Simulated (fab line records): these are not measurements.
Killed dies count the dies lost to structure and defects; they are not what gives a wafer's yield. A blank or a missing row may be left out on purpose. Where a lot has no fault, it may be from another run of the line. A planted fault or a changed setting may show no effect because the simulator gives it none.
fab line records	flow nand-harc
record lots=7	wafers=21	last-day=24
route steps=1159 shown A_STAIRCASE@722 END@1159
lots that met no fault: taken from a fault-free run of the same line
start-h: hours from the record's opening day to when the first of the lot's shown wafers began	wait-h: time in hours since the lot's previous step	" same as the row above	L1.1+2: several wafers, shown together as one row	- either no value or no given start	* or withheld: withheld	< > ~ a bound
route shown NAME@n: NAME is a module with steps in the file, n the number in the route of the first one	usual: mean/standard deviation taken from wafers without a fault	same: alike in all rows	chamber/n: place in a boat	sites: readings site by site	_std_site: standard deviation across them	_edge_site: inner sites' mean taken away from outer sites' mean	radius-mm: for every site, how far away it sits from the centre of the wafer	mask NAME#n: copy n	behind: the last tool/chamber to shape the wafer	hold: why the lot was held/for how many hours/how that ended	device: which transistor (n, p or np) failed to switch	end of line: at the end of the route, the tests of the same wafers	for a step that has no rows: nothing shown but its recipe	killed: dies that structure and defects cost at the first sort, which is not the same as the wafer's yield	map: dies across one wafer; x = killed, . = not, _ = none there
set.NAME: the run value of the setting; set.NAME@STEP: its run value at that earlier step	model.NAME: the simulator's own value behind a step, which no gauge read
a table for each step, a row for each wafer; lots at some steps of the route
services: the hour from which a tool's chamber was out of use, counted from the record's first day as start-h (under 0 if before that day), plus the number of hours and why
## steps
# step NHARC_A_STAIRCASE_PEB_439
# recipe peb-temp-c=115	peb-time-s=130
# step NHARC_A_STAIRCASE_DEVELOP_440
# recipe time-s=140
# step NHARC_A_STAIRCASE_HARDBAKE_442
# recipe temp-c=120	time-s=140
# step NHARC_A_STAIRCASE_DESCUM_443
# recipe time-s=3	o2-flow-sccm=200	ar-flow-sccm=0	bias-power-w=0	chemistry=O2
# usual drypump-motor-current-A=5.5/0.4	oes-product-au=1.001/0.007	rf-vpp-V=57.8/0.86	showerhead-plenum-p-Torr=1.93/0.096	throttle-valve-pct=11.312/0.0082
lot.wafer	tool	chamber	start-h	wait-h	drypump-motor-current-A	oes-product-au	rf-hours-counter-h	rf-vpp-V	showerhead-plenum-p-Torr	throttle-valve-pct
L597.2	rie-diel-05	3	291.40	-	5.0	1.025	38	58.1	1.87	11.313
L597.1	"	0	"	"	6.0	0.986	44	58.0	1.76	11.318
L597.4	"	2	"	"	5.3	1.001	40	56.8	1.93	11.303
L598.4	rie-diel-01	3	306.24	-	5.0	0.995	64	57.0	1.78	11.309
L598.1	"	2	"	"	5.4	1.001	65	57.7	1.81	11.308
L598.6	"	3	"	"	5.0	0.991	-	57.2	1.78	11.322
L602.3	rie-diel-01	2	332.11	-	5.4	1.008	4	58.0	1.81	11.303
L602.2	"	3	"	"	5.0	1.005	5	58.8	2.07	11.302
L602.5	"	2	"	"	5.4	1.013	-	59.6	1.81	11.296
L603.1	rie-diel-05	0	354.24	-	6.0	0.995	1	57.6	2.08	11.303
L603.3	"	2	"	"	5.3	1.006	1	57.6	1.92	11.314
L603.6	"	0	"	"	6.0	1.005	-	57.5	2.08	11.305
L617.3	rie-diel-01	3	431.26	-	5.0	1.003	47	60.0	2.06	11.310
L617.1	"	0	"	"	5.6	1.010	45	56.4	1.82	11.297
L617.5	"	0	"	"	5.5	1.001	-	56.3	1.82	11.315
L620.4	rie-diel-10	3	431.43	-	5.3	0.994	20	56.3	1.97	11.311
L620.3	"	1	"	"	5.4	1.008	23	59.5	2.05	11.306
L620.6	"	2	"	"	6.1	1.004	-	57.7	2.00	11.307
L618.4	rie-diel-05	2	431.66	-	5.3	1.006	28	58.5	1.91	11.302
L618.1	"	3	"	"	5.0	1.002	29	57.6	1.86	11.326
L618.3	"	1	"	"	6.1	0.992	27	58.4	1.89	11.307
# step NHARC_A_STAIRCASE_ETCH_444
# recipe target-depth-a=1.02e+05	time-s=3400	c4f8-flow-sccm=20	o2-flow-sccm=10	ar-flow-sccm=withheld	rf-w=600	bias-w=1000	chemistry=C4F8/O2
# usual oes-product-au=0.938/0.019	rf-vpp-V=808/5.6
lot.wafer	tool	chamber	start-h	wait-h	oes-product-au	rf-hours-counter-h	rf-vpp-V
L597.2	rie-diel-05	0	291.57	0.2	0.908	44	798
L597.4	"	1	"	"	0.924	42	806
L597.1	"	2	"	"	0.919	41	809
L598.1	rie-diel-01	2	306.33	0.1	0.927	65	801
L598.4	"	3	"	"	0.919	64	800
L598.6	"	2	"	"	0.925	-	802
L602.2	rie-diel-01	2	332.19	0.1	0.960	4	802
L602.3	"	0	"	"	0.990	5	803
L602.5	"	3	"	"	0.983	-	818
L603.1	rie-diel-05	3	354.41	0.2	0.944	1	805
L603.3	"	0	"	"	0.926	1	814
L603.6	"	3	"	"	0.940	-	804
L617.1	rie-diel-01	1	431.34	0.1	0.924	44	810
L617.3	"	3	"	"	0.932	48	814
L617.5	"	1	"	"	0.919	-	809
L620.3	rie-diel-10	3	431.56	0.1	0.932	20	810
L620.4	"	0	"	"	0.928	19	800
L620.6	"	3	"	"	0.931	-	811
L618.1	rie-diel-05	1	431.75	0.1	0.922	28	803
L618.3	"	3	"	"	0.927	30	803
L618.4	"	0	"	"	0.931	29	815
# step NHARC_A_STAIRCASE_STRIP_446
# recipe power-w=1500	temp-c=250	chemistry=O2
# usual drypump-motor-current-A=6.1/0.43	heater-power-w=334/27
lot.wafer	tool	chamber	start-h	wait-h	drypump-motor-current-A	heater-power-w	rf-hours-counter-h
L597.1	plasma-asher-01	0	293.96	0.2	6.6	341	4
L597.2	"	1	"	"	6.6	341	4
L597.4	"	0	"	"	6.6	349	-
L598.1	plasma-asher-01	1	308.65	0.1	6.6	345	7
L598.4	"	0	"	"	6.5	347	-
L598.6	"	0	"	"	6.5	341	-
L602.2	plasma-asher-02	1	334.42	0.1	5.6	297	45
L602.3	"	0	"	"	5.9	352	-
L602.5	"	1	"	"	5.6	305	-
L603.1	plasma-asher-01	0	356.66	0.0	6.5	335	24
L603.3	"	1	"	"	6.6	332	-
L603.6	"	0	"	"	6.5	337	-
L617.1	plasma-asher-02	1	434.29	0.8	5.5	288	23
L617.3	"	0	"	"	5.9	371	-
L617.5	"	0	"	"	5.9	356	-
L620.4	plasma-asher-01	1	434.45	0.7	6.6	344	-
L620.3	"	0	"	"	6.5	338	-
L620.6	"	1	"	"	6.6	349	-
L618.1	plasma-asher-02	1	434.53	0.6	5.6	290	23
L618.3	"	1	"	"	5.6	291	-
L618.4	"	0	"	"	5.9	366	-
# step NHARC_A_STAIRCASE_STRIP_447
# recipe time-s=900	temp-c=130	chemistry=SPM
# step NHARC_A_STAIRCASE_PRECLEAN_448
# recipe time-s=*	temp-c=50	bath-age-min=0	chemistry=SC1
# step NHARC_A_STAIRCASE_SRD_449
# step NHARC_A_STAIRCASE_CMP_450
# recipe target-thk-nm=200	material=SiO2
# usual edge-zone-pressure-frac=1.001/0.0049	motor-current-A=12.6/1.1
lot.wafer	tool	chamber	start-h	wait-h	edge-zone-pressure-frac	motor-current-A
L597.4	cmp-02	2	294.76	-	1.005	11.4
L597.2	"	3	"	"	0.998	12.8
L597.1	"	1	"	"	1.005	13.0
L598.4	cmp-02	0	309.41	-	1.000	11.9
L598.1	"	2	"	"	0.999	11.3
L598.6	"	0	"	"	1.005	11.3
L602.3	cmp-03	0	335.22	-	1.005	11.0
L602.2	"	2	"	"	0.992	12.8
L602.5	"	1	"	"	0.994	13.8
L603.1	cmp-02	3	357.46	-	1.001	12.7
L603.3	"	1	"	"	0.997	13.3
L603.6	"	3	"	"	0.999	13.2
L617.3	cmp-03	0	435.06	-	1.005	11.0
L617.1	"	2	"	"	0.991	12.4
L617.5	"	3	"	"	1.003	12.7
L620.3	cmp-04	2	435.18	-	0.996	11.5
L620.4	"	0	"	"	1.005	11.6
L620.6	"	2	"	"	0.999	12.2
L618.3	cmp-03	1	435.35	-	0.995	14.7
L618.1	"	2	"	"	1.004	12.7
L618.4	"	3	"	"	0.999	12.4
# step NHARC_A_STAIRCASE_CMP_152
# usual edge-zone-pressure-frac=1.000/0.0046	motor-current-A=12.6/1.1
lot.wafer	tool	chamber	start-h	wait-h	edge-zone-pressure-frac	motor-current-A
L597.4	cmp-02	2	294.83	0.1	0.996	11.0
L597.2	"	3	"	"	0.999	13.2
L597.1	"	1	"	"	0.999	12.5
L598.4	cmp-02	0	309.48	0.1	1.001	12.4
L598.1	"	2	"	"	1.004	10.8
L598.6	"	0	"	"	1.001	11.9
L602.3	cmp-03	0	335.30	0.1	1.000	11.4
L602.2	"	2	"	"	1.009	12.8
L602.5	"	1	"	"	0.996	14.9
L603.1	cmp-02	3	357.53	0.1	1.003	13.4
L603.3	"	1	"	"	1.004	12.5
L603.6	"	3	"	"	1.002	12.6
L617.3	cmp-03	0	435.13	0.1	-	-
L617.1	"	2	"	"	-	-
L617.5	"	3	"	"	-	-
L620.3	cmp-04	2	435.25	0.1	-	-
L620.4	"	0	"	"	-	-
L620.6	"	2	"	"	-	-
L618.3	cmp-03	1	435.42	0.1	-	-
L618.1	"	2	"	"	-	-
L618.4	"	3	"	"	-	-
# step NHARC_END_SORT_01
# recipe temp-c=25
# usual killed-at-array=28/8.9	killed-at-other=0.8/1.2	killed-at-periphery=3.3/2.3	killed-dies=32/9.4	killed-open=3.2/1.8	killed-short=1.9/1.4
# same gross-dies=677
lot.wafer	tool	chamber	start-h	wait-h	killed-at-array	killed-at-other	killed-at-periphery	killed-dies	killed-open	killed-short
L618.1	prober-02	0	564.79	2.5	674	0	3	677	3	0
L618.3	prober-02	0	566.37	3.1	672	1	4	677	3	3
L618.4	prober-02	0	567.17	3.4	674	0	3	677	1	2
L620.3	prober-01	0	569.07	3.1	674	3	0	677	3	0
L620.4	prober-01	0	569.87	3.4	672	2	3	677	2	1
L620.6	prober-01	0	571.46	4.0	676	1	0	677	2	1
L617.1	prober-02	0	580.76	2.5	672	0	5	677	4	1
L617.3	prober-02	0	582.36	3.1	675	0	2	677	5	0
L617.5	prober-02	0	583.97	3.7	674	0	3	677	1	3
# killed by level:class
L618.1 A_STAIRCASE:area-cmp=640 A_CHANNEL_HOLE_D1:chamber-film-flake=23 P_M2:chamber-film-flake=3 A_CONTACT:chamber-film-flake=3 A_CHANNEL_FILL_D1:geometric-particle:open=2 A_STAIRCASE:chamber-film-flake=2 A_M1:geometric-particle:open=1 A_ZERO_WELL:chamber-film-flake=1
L618.3 A_STAIRCASE:area-cmp=629 A_CHANNEL_HOLE_D1:chamber-film-flake=25 A_CONTACT:chamber-film-flake=7 A_STAIRCASE:chamber-film-flake=6 A_CONTACT:geometric-particle:open=2 P_STI:geometric-particle:short=1 P_GATE:geometric-particle:open=1 P_M1:geometric-particle:short=1
L618.4 A_STAIRCASE:area-cmp=640 A_CHANNEL_HOLE_D1:chamber-film-flake=16 A_STAIRCASE:chamber-film-flake=7 A_CONTACT:chamber-film-flake=5 A_M0:chamber-film-flake=3 P_CONTACT:geometric-particle:short=1 A_ONON_D1:geometric-particle:short=1 A_CONTACT:geometric-particle:open=1
L620.3 A_STAIRCASE:area-cmp=638 A_SLIT:chamber-film-flake=17 A_CHANNEL_HOLE_D1:chamber-film-flake=11 THIN_TSV:chamber-film-flake=3 A_CONTACT:geometric-particle:open=2 A_WL_FILL:chamber-film-flake=2 A_M0:geometric-particle:open=1 A_ZERO_WELL:chamber-film-flake=1
L620.4 A_STAIRCASE:area-cmp=634 A_SLIT:chamber-film-flake=20 A_CHANNEL_HOLE_D1:chamber-film-flake=8 A_CONTACT:chamber-film-flake=4 P_GATE:chamber-film-flake=2 A_WL_FILL:chamber-film-flake=2 THIN_TSV:chamber-film-flake=2 P_M1:geometric-particle:open=1
L620.6 A_STAIRCASE:area-cmp=651 A_SLIT:chamber-film-flake=14 A_CHANNEL_HOLE_D1:chamber-film-flake=5 A_CONTACT:geometric-particle:open=1 A_M0:geometric-particle:open=1 A_M0:geometric-particle:short=1 A_CHANNEL_FILL_D1:chamber-film-flake=1 A_STAIRCASE:chamber-film-flake=1
L617.1 A_STAIRCASE:area-cmp=633 A_SLIT:chamber-film-flake=15 A_CONTACT:chamber-film-flake=9 A_CHANNEL_HOLE_D1:chamber-film-flake=7 A_BLC:chamber-film-flake=5 P_M0:geometric-particle:open=2 P_M2:chamber-film-flake=2 A_WL_FILL:geometric-particle:open=1
L617.3 A_STAIRCASE:area-cmp=642 A_SLIT:chamber-film-flake=16 A_BLC:chamber-film-flake=7 A_CHANNEL_HOLE_D1:chamber-film-flake=3 A_CONTACT:chamber-film-flake=3 A_BLC:geometric-particle:open=2 P_M1:geometric-particle:open=1 A_SGD_CUT:geometric-particle:open=1
L617.5 A_STAIRCASE:area-cmp=640 A_SLIT:chamber-film-flake=17 A_CHANNEL_HOLE_D1:chamber-film-flake=6 A_BLC:chamber-film-flake=4 A_CONTACT:chamber-film-flake=3 P_M2:chamber-film-flake=2 A_CHANNEL_FILL_D1:geometric-particle:short=1 A_SGD_CUT:geometric-particle:short=1
# map L617.1 (x killed, . not)
____________x____________
_________xxxxxxx_________
_______xxxxxxxxxxx_______
______xxxxxxxxxxxxx______
_____xxxxxxxxxxxxxxx_____
____xxxxxxxxxxxxxxxxx____
____xxxxxxxxxxxxxxxxx____
___xxxxxxxxxxxxxxxxxxx___
___xxxxxxxxxxxxxxxxxxx___
__xxxxxxxxxxxxxxxxxxxxx__
__xxxxxxxxxxxxxxxxxxxxx__
_xxxxxxxxxxxxxxxxxxxxxxx_
_xxxxxxxxxxxxxxxxxxxxxxx_
_xxxxxxxxxxxxxxxxxxxxxxx_
_xxxxxxxxxxxxxxxxxxxxxxx_
_xxxxxxxxxxxxxxxxxxxxxxx_
xxxxxxxxxxxxxxxxxxxxxxxxx
xxxxxxxxxxxxxxxxxxxxxxxxx
xxxxxxxxxxxxxxxxxxxxxxxxx
xxxxxxxxxxxxxxxxxxxxxxxxx
xxxxxxxxxxxxxxxxxxxxxxxxx
_xxxxxxxxxxxxxxxxxxxxxxx_
_xxxxxxxxxxxxxxxxxxxxxxx_
_xxxxxxxxxxxxxxxxxxxxxxx_
_xxxxxxxxxxxxxxxxxxxxxxx_
_xxxxxxxxxxxxxxxxxxxxxxx_
__xxxxxxxxxxxxxxxxxxxxx__
__xxxxxxxxxxxxxxxxxxxxx__
___xxxxxxxxxxxxxxxxxxx___
___xxxxxxxxxxxxxxxxxxx___
____xxxxxxxxxxxxxxxxx____
____xxxxxxxxxxxxxxxxx____
_____xxxxxxxxxxxxxxx_____
______xxxxxxxxxxxxx______
_______xxxxxxxxxxx_______
_________xxxxxxx_________
____________x____________
# map L618.1 (x killed, . not)
____________x____________
_________xxxxxxx_________
_______xxxxxxxxxxx_______
______xxxxxxxxxxxxx______
_____xxxxxxxxxxxxxxx_____
____xxxxxxxxxxxxxxxxx____
____xxxxxxxxxxxxxxxxx____
___xxxxxxxxxxxxxxxxxxx___
___xxxxxxxxxxxxxxxxxxx___
__xxxxxxxxxxxxxxxxxxxxx__
__xxxxxxxxxxxxxxxxxxxxx__
_xxxxxxxxxxxxxxxxxxxxxxx_
_xxxxxxxxxxxxxxxxxxxxxxx_
_xxxxxxxxxxxxxxxxxxxxxxx_
_xxxxxxxxxxxxxxxxxxxxxxx_
_xxxxxxxxxxxxxxxxxxxxxxx_
xxxxxxxxxxxxxxxxxxxxxxxxx
xxxxxxxxxxxxxxxxxxxxxxxxx
xxxxxxxxxxxxxxxxxxxxxxxxx
xxxxxxxxxxxxxxxxxxxxxxxxx
xxxxxxxxxxxxxxxxxxxxxxxxx
_xxxxxxxxxxxxxxxxxxxxxxx_
_xxxxxxxxxxxxxxxxxxxxxxx_
_xxxxxxxxxxxxxxxxxxxxxxx_
_xxxxxxxxxxxxxxxxxxxxxxx_
_xxxxxxxxxxxxxxxxxxxxxxx_
__xxxxxxxxxxxxxxxxxxxxx__
__xxxxxxxxxxxxxxxxxxxxx__
___xxxxxxxxxxxxxxxxxxx___
___xxxxxxxxxxxxxxxxxxx___
____xxxxxxxxxxxxxxxxx____
____xxxxxxxxxxxxxxxxx____
_____xxxxxxxxxxxxxxx_____
______xxxxxxxxxxxxx______
_______xxxxxxxxxxx_______
_________xxxxxxx_________
____________x____________
## services
tool	chamber	start-h	hours	kind
rie-diel-01	0	270.31	-	clean
plasma-asher-01	-	276.77	9.0	pm
cmp-04	-	282.33	2.3	repair
cmp-04	-	301.16	4.0	pm
cmp-04	-	309.15	1.1	repair
cmp-02	-	311.00	0.5	repair
rie-diel-01	-	315.10	9.0	pm
cmp-03	-	316.62	0.7	repair
cmp-02	-	324.50	4.0	pm
rie-diel-05	-	340.75	9.0	pm
cmp-03	-	352.09	4.0	pm
rie-diel-10	-	353.50	9.0	pm
cmp-03	-	356.86	2.2	repair
plasma-asher-02	-	361.09	9.0	pm
cmp-03	-	365.61	2.2	repair
rie-diel-01	2	370.60	14.2	repair
cmp-02	-	388.52	1.0	repair
cmp-04	-	399.25	4.0	pm
cmp-03	-	408.06	3.0	repair
plasma-asher-01	-	412.84	1.7	repair
cmp-02	-	422.50	4.0	pm
rie-diel-10	2	423.51	3.3	repair
cmp-04	-	430.30	1.9	repair
cmp-04	-	435.33	8.0	repair
## key
first-sign step=NHARC_A_STAIRCASE_CMP_152	reading=tool-record	direction=missing
effect step=NHARC_END_SORT_01	reading=killed-at-array	direction=up	sigmas=72	usual=28	struck=674
more-kills-born-at NHARC_A_STAIRCASE_CMP_152@cmp-03=3824	NHARC_A_STAIRCASE_CMP_152@cmp-04=1923
met-at NHARC_A_STAIRCASE_CMP_152
struck-wafers L617.1,L617.3,L617.5,L618.1,L618.3,L618.4,L620.3,L620.4,L620.6
later-rows-left-out L617.1,L617.3,L617.5,L618.1,L618.3,L618.4,L620.3,L620.4,L620.6
tester-left-out L617,L618,L620
onset-between 335.30 435.13
fault kind=skipped-step-whole	tool=cmp-03,cmp-04	chamber=-	onset-h=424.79	steps=NHARC_A_STAIRCASE_CMP_152	scope=struck-lots-only
# tester-left-out: of these lots the tester's yield and bins aren't shown, on N5 and GAA mostly nor the transistor test; their killed dies are dies lost to structure and defects alone, not to doping, threshold or leakage, so they don't give the yield
# later-rows-left-out: the simulator's readings of these wafers behind a module that went badly wrong aren't trusted and aren't shown, but for the sort
